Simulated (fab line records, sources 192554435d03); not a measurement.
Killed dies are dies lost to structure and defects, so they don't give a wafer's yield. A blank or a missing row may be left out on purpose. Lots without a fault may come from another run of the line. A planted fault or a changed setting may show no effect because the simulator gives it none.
fab line records | flow n5_finfet
record lots=4 wafers=12 last_day=18
route steps=1938 shown MOL_CONTACT_COAG@576 BEOL_M4@1111 PASSIVATION@1936
lots that met no fault: from a run of the same line without faults
start_h: hours from the record's first day to the start of the lot's first wafer shown | wait_h: hours since the lot's step before | " the same as in the row above | L1.1+2: a row that stands for several wafers | - no value, or no start given | * or withheld: withheld | < > ~ a bound
route shown NAME@n: a module of which the file shows steps, and the number in the route of the first | usual: mean/standard deviation of fault-free wafers | same: alike in all rows | chamber/n: place in a boat | sites: the reading at each site | _std_site: their standard deviation | _edge_site: outer sites' mean less inner sites' | radius_mm: how far each site lies from the wafer's centre | mask NAME#n: copy n | behind: the tool/chamber that last shaped the wafer | hold: why the lot was held/for how many hours/how that ended | device: the transistor (n, p or np) that didn't switch | end of line: the same wafers' tests at the end of the route | a step without rows: its recipe alone | killed: dies lost to structure and defects at the first sort, not the wafer's yield | map: a wafer's dies, x killed, . not, _ none there
set.NAME: the setting as run; set.NAME@STEP: as run at that earlier step | model.NAME: the simulator's own value behind a step, which no gauge read
lots at some steps of the route; a table a step, a row a wafer
services: from which hour (start_h, from the record's first day; less than 0 if before it) a tool's chamber was out of use, for how many hours, and why
## steps
# step N5_MOL_CONTACT_COAG_DESCUM_88
# recipe chemistry=O2 time_s=7 source_power_w=50 bias_power_w=20 pressure_mtorr=20 rf_frequency_hz=2.712e+07 temp_c=40 resist=CAR-EUV o2_flow_sccm=225
# step N5_MOL_CONTACT_COAG_ETCH_89
# recipe chemistry=N2/H2 target=underlayer target_depth_a=130 mask_material=CAR-EUV time_s=10.4 ion_energy_ev=200 pressure_mtorr=30 source_w=840 bias_w=150 n2_flow_sccm=200 h2_flow_sccm=200 ends=cleared
# step N5_MOL_CONTACT_COAG_ETCH_90
# recipe chemistry=CF4 target=SiARC target_depth_a=130 mask_material=CAR-EUV time_s=21.7 ion_energy_ev=80 pressure_mtorr=40 source_w=545 bias_w=36 Ar_flow_sccm=100 cf4_flow_sccm=100 ends=cleared
# step N5_MOL_CONTACT_COAG_ALD_131
# recipe material=SiO2 target_thk_a=50 temp_c=100 ald_precursor_family=BDEAS ald_co_reactant=O2-plasma pulse_time_s=1 co_reactant_pulse_time_s=1 purge_time_s=2 co_reactant_purge_time_s=2 ald_cycles=35 pressure_torr=2
# step N5_MOL_CONTACT_COAG_ETCHBACK_132
# recipe chemistry=CHF3 target=SiO2 target_depth_a=100 time_s=6.7 ion_energy_ev=200 pressure_mtorr=30 source_w=610 bias_w=170 Ar_flow_sccm=200 CHF3_flow_sccm=50
# step N5_MOL_CONTACT_COAG_ETCH_91
# recipe chemistry=N2/H2 target=SOC target_depth_a=600 overetch_a=210 mask_material=SiARC temp_c=40 time_s=101.2 ion_energy_ev=200 pressure_mtorr=30 source_w=840 bias_w=150 n2_flow_sccm=200 h2_flow_sccm=200
# step N5_MOL_CONTACT_COAG_STRIP_92
# recipe chemistry=N2/H2 temp_c=40 n2_flow_sccm=200 h2_flow_sccm=200 rf_frequency_hz=6e+07
# step N5_MOL_CONTACT_COAG_STRIP_93
# recipe chemistry=N2/H2 temp_c=40 n2_flow_sccm=200 h2_flow_sccm=200 rf_frequency_hz=6e+07
# step N5_MOL_CONTACT_COAG_ETCHBACK_135
# recipe chemistry=CHF3 target=SiO2 target_depth_a=250 time_s=16.7 ion_energy_ev=200 pressure_mtorr=30 source_w=610 bias_w=170 Ar_flow_sccm=200 CHF3_flow_sccm=50
# step N5_MOL_CONTACT_COAG_STRIP_118
# recipe chemistry=CHF3 resist=SiARC rf_frequency_hz=6e+07
# step N5_MOL_CONTACT_COAG_VIA_ETCH_46
# recipe chemistry=C4F6/O2 target_depth_a=460 overetch_a=92 mask_material=SOC target=SiO2 bias_w=455 pressure_mtorr=10 time_s=40 source_w=325 Ar_flow_sccm=300 C4F6_flow_sccm=10 O2_flow_sccm=10 ion_energy_ev=575.3 ends=end_point
# step N5_MOL_CONTACT_COAG_STRIP_96
# recipe chemistry=N2/H2 power_w=500 temp_c=40 pressure_mtorr=50 rf_frequency_hz=6e+07 overash_fraction=0.3 bias_power_w=28 h2_frac=0.5 n2_flow_sccm=300 h2_flow_sccm=300
# step N5_MOL_CONTACT_COAG_ETCH_47
# recipe chemistry=CH3F/O2 target=SiNx target_depth_a=270 mask_material=SiO2 stop_on=W over_etch_frac=0.2 ion_energy_ev=120 endpoint=OES-CN pressure_mtorr=30 source_w=395 bias_w=73 Ar_flow_sccm=150 CH3F_flow_sccm=30 O2_flow_sccm=20 ends=end_point
# usual drypump_motor_current_A=5.6/0.45 etch_rf_on_time_s=31.2/1 oes_product_au=0.71/0.087 rf_vpp_V=297/7.3 showerhead_plenum_p_Torr=2.02/0.063 throttle_valve_pct=16.36/0.22
# columns lot.wafer tool chamber start_h wait_h drypump_motor_current_A etch_rf_on_time_s oes_product_au rf_hours_counter_h rf_vpp_V showerhead_plenum_p_Torr throttle_valve_pct
L215.3 rie_diel-04 0 143.43 0.1 5.8 31.9 0.62 - 290 2.06 16.26
L215.5 " 3 " " 6.0 31.5 0.87 - 310 2.03 16.19
L215.6 " 0 " " 5.8 31.8 0.63 - 288 2.06 16.24
L222.3 rie_diel-04 1 186.57 0.0 5.7 30.1 0.68 181 296 2.00 16.58
L222.5 " 0 " " 5.8 31.8 0.62 - 289 2.05 16.30
L222.6 " 3 " " 6.0 31.3 0.82 - 311 2.03 16.21
L225.2 rie_diel-04 2 203.55 0.0 6.2 30.8 0.82 13 296 2.14 16.14
L225.4 " 3 " " 6.0 31.6 0.81 27 311 2.02 16.23
L225.5 " 0 " " 5.8 31.3 0.62 - 288 2.05 16.30
L229.2 rie_diel-02 3 228.50 0.0 5.7 30.5 0.80 27 293 1.96 16.10
L229.3 " 1 " " 5.5 30.6 0.86 5 300 1.97 16.29
L229.4 " 0 " " 6.3 31.2 0.72 99 291 2.02 16.61
# step N5_MOL_CONTACT_COAG_STRIP_119
# recipe chemistry=N2/H2 time_s=30 power_w=1000 temp_c=250 pressure_mtorr=withheld n2_flow_sccm=1750 h2_flow_sccm=3250
# step N5_MOL_CONTACT_COAG_PRECLEAN_144
# recipe chemistry=alkaline_clean temp_c=60 time_s=60 do_ppb=50
# step N5_MOL_CONTACT_COAG_SRD_145
# recipe dry=ipa_marangoni time_s=30 temp_c=23 rinse_liquid=diw
# step N5_MOL_CONTACT_COAG_COAT_62
# recipe resist=SOC temp_c=250 time_s=60 spin_rpm=1500 resist_thk_nm=60
# step N5_MOL_CONTACT_COAG_COAT_63
# recipe resist=SiARC temp_c=220 time_s=60 spin_rpm=1500 resist_thk_nm=10
# step N5_MOL_CONTACT_COAG_COAT_64
# recipe resist=underlayer temp_c=205 time_s=60 spin_rpm=1500 resist_thk_nm=10
# step N5_MOL_CONTACT_COAG_COAT_34
# recipe resist=CAR-EUV spin_rpm=1500 resist_thk_nm=40
# step N5_MOL_CONTACT_COAG_EBR_36
# recipe solvent=PGMEA ebr_width_mm=1.5
# step N5_MOL_CONTACT_COAG_SOFTBAKE_35
# recipe temp_c=110 time_s=60 resist=CAR-EUV
# step N5_MOL_CONTACT_COAG_EXPOSE_37
# recipe mask_id=VD na=0.33 source_shape=annular sigma_inner=0.3 sigma_outer=0.7 polarization=unpolarized defocus_nm=0 dose_mj=62
# step N5_MOL_CONTACT_COAG_PEB_38
# recipe peb_temp_c=100 peb_time_s=60 resist=CAR-EUV
# step N5_MOL_CONTACT_COAG_DEVELOP_39
# recipe develop_time_s=30 developer=TMAH resist=CAR-EUV rinse_liquid=surfactant_rinse dry=air_spin dev_temp_c=23
# step N5_MOL_CONTACT_COAG_INSPECT_42
# recipe mode=adi inspect_instrument=brightfield
# usual raw_defect_count=209/56
# columns lot.wafer tool chamber start_h wait_h raw_defect_count
L215.3 defect_inspect-01 - 144.19 0.0 162
L215.5 " - " " 133
L215.6 " - " " 104
L222.3 defect_inspect-01 - 187.33 0.0 757
L222.5 " - " " 700
L222.6 " - " " 691
L225.2 defect_inspect-01 - 204.32 0.0 792
L225.4 " - " " 761
L225.5 " - " " 687
L229.2 defect_inspect-02 - 229.14 0.0 200
L229.3 " - " " 209
L229.4 " - " " 248
# step N5_MOL_CONTACT_COAG_DESCUM_45
# recipe chemistry=O2 time_s=7 source_power_w=50 bias_power_w=20 pressure_mtorr=20 rf_frequency_hz=2.712e+07 temp_c=40 resist=CAR-EUV o2_flow_sccm=225
# step N5_BEOL_M4_RC_MEAS_101
# usual DIBL_N=36.4/2.2 DIBL_P=36.3/2.5 IOFF_N=0.17/0.052 IOFF_P=0.23/0.049 ION_N=674/17 ION_P=464/11 SS_N=71.7/0.98 SS_P=73.3/0.84 VT_N=250/4 VT_P=-249/3.8
# columns lot.wafer tool chamber start_h wait_h DIBL_N[mV/V] DIBL_P[mV/V] IOFF_N[nA/um] IOFF_P[nA/um] ION_N[uA/um] ION_P[uA/um] SS_N[mV/dec] SS_P[mV/dec] VT_N[mV] VT_P[mV]
L215.3 prober-02 0 247.80 0.3 41.4 42.8 0.30 0.32 691 464 72.2 74.5 243 -245
L215.5 " 0 " " 37.6 38.8 0.20 0.26 670 459 71.8 74.5 249 -247
L215.6 " 0 " " 37.7 37.5 0.19 0.22 685 466 71.6 74.1 249 -251
L222.3 prober-01 0 277.69 0.3 35.4 33.1 0.13 0.17 654 454 70.7 72.1 252 -253
L222.5 " 0 " " 35.4 33.7 0.14 0.19 665 460 70.8 72.8 250 -253
L222.6 " 0 " " 36.3 35.6 0.15 0.21 671 461 71.3 73.2 251 -250
L225.2 prober-02 0 298.71 0.2 36.2 35.7 0.15 0.18 679 462 71.6 72.4 250 -252
L225.4 " 0 " " 34.4 33.7 0.11 0.16 659 450 71.2 72.5 253 -254
L225.5 " 0 " " 39.2 39.3 0.22 0.25 688 462 72.3 74.1 243 -251
L229.2 prober-02 0 332.12 0.2 37.5 38.5 0.20 0.28 696 474 72.0 73.5 248 -247
L229.3 " 0 " " 35.0 34.6 0.15 0.20 674 462 71.2 72.1 252 -250
L229.4 " 0 " " 36.7 35.9 0.18 0.23 672 465 72.4 73.5 248 -248
# step N5_PASSIVATION_PROBE_49
# usual defect_limited_yield=91.2/1.4 killed_at_M0_to_M3=34/9.3 killed_at_M4_up=14/5.9 killed_at_contacts=14/5.7 killed_at_front_end=38/10 killed_at_other=4/3.2 killed_dies=104/17 killed_open=67/13 killed_short=33/6.9 sort_bin_4_leakage=0/3.6 sort_bin_5_function=5.2/1 sort_bin_6_memory=3.3/0.61 sort_n_pass=1069/52 sort_yield_pct=91/4.4
# same gross_dies=1180 killed_at_back_side=0 sort_bin_8_speed[%]=0
# columns lot.wafer tool chamber start_h wait_h defect_limited_yield[%] killed_at_M0_to_M3 killed_at_M4_up killed_at_contacts killed_at_front_end killed_at_other killed_dies killed_open killed_short sort_bin_4_leakage[%] sort_bin_5_function[%] sort_bin_6_memory[%] sort_n_pass sort_yield_pct[%]
L215.3 prober-01 - 355.01 0.1 91.0 25 25 23 29 4 106 80 23 1 5.3 3.3 1067 90
L215.5 prober-01 - 355.11 0.2 90.2 43 25 24 24 0 116 86 28 0 5.3 4.1 1064 90
L215.6 prober-01 - 355.16 0.3 93.7 21 16 12 24 1 74 47 24 0 3.6 2.5 1106 94
L222.3 prober-01 - 392.31 0.1 79.3 20 27 133 60 4 244 85 38 0 13.6 5.0 936 79
L222.5 prober-01 - 392.41 0.2 79.6 42 12 138 36 13 241 77 34 0 12.8 5.3 939 80
L222.6 prober-01 - 392.46 0.3 77.2 45 17 134 67 6 269 97 46 0 13.1 7.9 911 77
L225.2 prober-01 - 408.73 0.1 81.4 33 10 128 46 2 219 61 32 0 13.1 3.4 961 81
L225.4 prober-01 - 408.83 0.2 81.8 49 11 115 35 5 215 60 41 0 11.6 3.9 965 82
L225.5 prober-01 - 408.88 0.2 81.8 21 9 139 39 7 215 51 35 0 10.9 4.5 965 82
L229.2 prober-02 - 438.45 0.1 92.4 24 9 15 38 4 90 56 25 0 4.1 3.1 1090 92
L229.3 prober-02 - 438.50 0.1 92.5 29 8 18 33 1 89 63 20 0 4.4 2.8 1091 92
L229.4 prober-02 - 438.55 0.2 93.1 23 8 8 40 3 82 48 28 0 4.2 2.3 1098 93
# killed by level:class
L215.3 MOL_CONTACT_COAG:geometric_particle:open=17 BEOL_M4:geometric_particle:open=12 FIN_SAQP:geometric_particle:open=8 MOL_CONTACT_COAG:geometric_particle:short=6 BEOL_M3:geometric_particle:open=6 BEOL_M5:geometric_particle:open=6 BEOL_M2:geometric_particle:open=5 STI_FIN_REVEAL:geometric_particle:open=4
L215.5 MOL_CONTACT_COAG:geometric_particle:open=22 BEOL_M2:geometric_particle:open=14 BEOL_M4:geometric_particle:open=12 STI_FIN_REVEAL:geometric_particle:open=9 BEOL_M0_SAQP:geometric_particle:short=5 BEOL_M0_SAQP:geometric_particle:open=5 BEOL_M1:geometric_particle:open=5 BEOL_M3:geometric_particle:open=5
L215.6 BEOL_M4:geometric_particle:open=10 MOL_CONTACT_COAG:geometric_particle:open=9 STARTING-WAFER:geometric_particle:short=5 FIN_SAQP:geometric_particle:short=4 DUMMY_GATE:geometric_particle:open=4 BEOL_M2:geometric_particle:short=4 BEOL_M0_SAQP:geometric_particle:open=4 BEOL_M0:geometric_particle:open=4
L222.3 MOL_CONTACT_COAG:unspecified=115 STI_FIN_REVEAL:geometric_particle:open=18 MOL_CONTACT_COAG:geometric_particle:open=16 BEOL_M4:geometric_particle:open=12 FIN_SAQP:geometric_particle:short=7 FIN_SAQP:geometric_particle:open=6 ILD0:geometric_particle:short=6 ILD0:geometric_particle:open=6
L222.5 MOL_CONTACT_COAG:unspecified=120 MOL_CONTACT_COAG:geometric_particle:open=13 STI_FIN_REVEAL:geometric_particle:open=9 BEOL_M1:geometric_particle:open=9 PASSIVATION:area_etch=9 BEOL_M0_SAQP:geometric_particle:open=8 BEOL_M3:geometric_particle:open=8 STI_FIN_REVEAL:geometric_particle:short=7
L222.6 MOL_CONTACT_COAG:unspecified=117 STI_FIN_REVEAL:geometric_particle:open=21 FIN_SAQP:geometric_particle:open=13 FIN_SAQP:geometric_particle:short=12 BEOL_M3:geometric_particle:open=10 MOL_CONTACT_COAG:geometric_particle:open=9 BEOL_M0_SAQP:geometric_particle:short=9 BEOL_M1:geometric_particle:open=9
L225.2 MOL_CONTACT_COAG:unspecified=99 MOL_CONTACT_COAG:area_etch=21 BEOL_M3:geometric_particle:open=15 FIN_SAQP:geometric_particle:open=8 GATE_CUT:geometric_particle:short=8 GATE_CUT:geometric_particle:open=7 STI_FIN_REVEAL:geometric_particle:open=5 MOL_CONTACT_COAG:geometric_particle:open=5
L225.4 MOL_CONTACT_COAG:unspecified=109 BEOL_M0_SAQP:geometric_particle:short=20 BEOL_M0_SAQP:geometric_particle:open=11 DUMMY_GATE:geometric_particle:open=9 BEOL_M3:geometric_particle:open=9 FIN_SAQP:geometric_particle:open=4 STI_FIN_REVEAL:geometric_particle:open=4 STARTING-WAFER:geometric_particle:open=4
L225.5 MOL_CONTACT_COAG:unspecified=123 MOL_CONTACT_COAG:geometric_particle:open=15 BEOL_M0_SAQP:geometric_particle:short=10 STI_FIN_REVEAL:geometric_particle:open=6 GATE_CUT:geometric_particle:short=4 BEOL_M0_SAQP:geometric_particle:open=4 STARTING-WAFER:geometric_particle:short=4 STARTING-WAFER:geometric_particle:open=4
L229.2 MOL_CONTACT_COAG:geometric_particle:open=12 STI_FIN_REVEAL:geometric_particle:open=9 BEOL_M0_SAQP:geometric_particle:short=9 DUMMY_GATE:geometric_particle:open=6 GATE_CUT:geometric_particle:open=6 GATE_CUT:geometric_particle:short=5 BEOL_M2:geometric_particle:open=5 BEOL_M0_SAQP:geometric_particle:open=4
L229.3 MOL_CONTACT_COAG:geometric_particle:open=12 STI_FIN_REVEAL:geometric_particle:open=11 BEOL_M2:geometric_particle:open=8 FIN_SAQP:geometric_particle:open=6 MOL_CONTACT_COAG:geometric_particle:short=5 BEOL_M1:geometric_particle:open=4 BEOL_M0_SAQP:geometric_particle:open=4 GATE_CUT:geometric_particle:open=3
L229.4 STI_FIN_REVEAL:geometric_particle:open=11 BEOL_M0_SAQP:geometric_particle:open=8 STI_FIN_REVEAL:geometric_particle:short=7 MOL_CONTACT_COAG:geometric_particle:open=6 BEOL_M3:geometric_particle:open=6 GATE_CUT:geometric_particle:open=4 GATE_CUT:geometric_particle:short=4 BEOL_M0_SAQP:geometric_particle:short=4
# map L222.6 (x killed, . not)
_________________............________________
______________x......x.x........_____________
___________...x...........xx.......__________
__________........x...........x....._________
________.................x...x.....x.._______
_______x.........x......xx.............______
______.........x........x...x........x.._____
_____x....x....xx...x.........x....x....x____
____...x...x.........x.x.......x...x......___
___.......x..x.........x...........x.....x.__
___.x....x......x.........x.....x..x...x.x.__
__.........x...x.............x.............x_
__.....x......x.........x............x....x._
_.......x.................x.x..x.....xx....x.
_.x.........x....x......x..xx................
_....x..........x......x..x..x.........xx....
_....x....x...xx.....xx.x.............x..xx..
_.....x........x...xxx..xxx............x..x.x
_....x...........xxxx.xxxxxx.xx.......x...x..
_....x........x.....xxxxxxxxxxx.xx...........
_........x.......xxxxxxxxxxxxxxx..x..x.......
__..x.......x....xxxxxxxxxxxxx.x.x.........._
__.........x....xxxxxxxxxxxxxx.x.......x.x.._
___x........x..x..xxxxxxxxxxx.xxx.x...x....__
___.....x.......xxxxxxxxxxxxxx.x..x........__
____.x.....x.x.....x.xxxxxxx.x............___
_____.....x....x...xxxxxxx..xx.x........x____
______..x..x....x...x.x.xxxxxx......x..._____
_______..........x.....x........x.x....______
________................x.......x....._______
__________.x.x.....x.....x.x.....x.._________
___________.............xx.........__________
______________........x........._____________
_________________.x.x........________________
# map L225.2 (x killed, . not)
_________________..x.....x...________________
______________xxxxx............._____________
___________.xxxx..x...x...x.x......__________
__________xxxxxxxxxx.....x.........._________
________x.xxxxxxxxxx................x._______
_______.xxxxxxxxxxx.x..................______
______..xxxxxxxxxxxx.x.x...x.....x..x..._____
_____x..xxxxxxxxxxxx.....................____
____....xxxxxxxxxxxxxxx..........x......x.___
___...x..xxxxxxxxxx.x......................__
___.......xxxxxxxx.x.......x.......x....x..__
__.....x.....x.......x.x...xx....x.........x_
__..x.............xx.x..........x.........x._
_..................................x...x.....
_x........x.x....x.......x........x..........
_.......x..x..x...........x.............x.x..
_..............................xx.x.......x..
_.....x........x......................x....x.
_x...x....x......................x.x.........
_.xx..................x......................
_...x..x.........................x........x..
__.........x.............x..x..............._
__..x..x................x..........x........_
___.x..x..........x.x....x....x.x..........__
___..........................x....x...x....__
____.x....................................___
_____.x...x.......x......x......x....x...____
______.......x.x.............x.....x..x._____
_______.x.xx......x.........x......x...______
________...............x............xx_______
__________.x.................x......_________
___________.x...x..xx.........x.x..__________
______________.........xx......._____________
_________________.x......x...________________
## services
# columns tool chamber start_h hours kind
rie_diel-04 2 135.83 - clean
rie_diel-04 2 135.83 - consumable_replace:focus_ring
rie_diel-04 2 135.83 - consumable_replace:showerhead
rie_diel-04 2 135.83 27.6 scheduled_down
rie_diel-04 2 135.83 27.6 vent_cycle
rie_diel-02 3 140.88 - clean
rie_diel-02 3 140.88 - consumable_replace:focus_ring
rie_diel-02 3 140.88 17.4 scheduled_down
rie_diel-02 3 140.88 17.4 vent_cycle
rie_diel-04 0 148.13 4.3 repair
rie_diel-02 1 191.74 - clean
rie_diel-02 1 191.74 - consumable_replace:focus_ring
rie_diel-02 1 191.74 22.8 scheduled_down
rie_diel-02 1 191.74 22.8 vent_cycle
## key
first_sign step=N5_MOL_CONTACT_COAG_INSPECT_42 reading=raw_defect_count direction=up sigmas=9.4 usual=209 struck=731
effect step=N5_PASSIVATION_PROBE_49 reading=killed_at_contacts direction=up sigmas=21 usual=14 struck=131
more_kills_born_at N5_MOL_CONTACT_COAG_ETCH_47@rie_diel-04=682
met_at N5_MOL_CONTACT_COAG_ETCH_47
struck_wafers L222.3,L222.5,L222.6,L225.2,L225.4,L225.5
baseline_loss step=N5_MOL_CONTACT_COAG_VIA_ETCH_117 wafers=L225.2
onset_between 143.43 186.57
fault kind=chamber_particle_source tool=rie_diel-04 chamber=- onset_h=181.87 steps=N5_MOL_CONTACT_COAG_ETCH_47 rate_per_visit_cm2=0.74877 end_h=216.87
# baseline_loss: these wafers lose ten dies or more at that step, a loss of the line's own and not of a fault; the sort's usual values leave them out
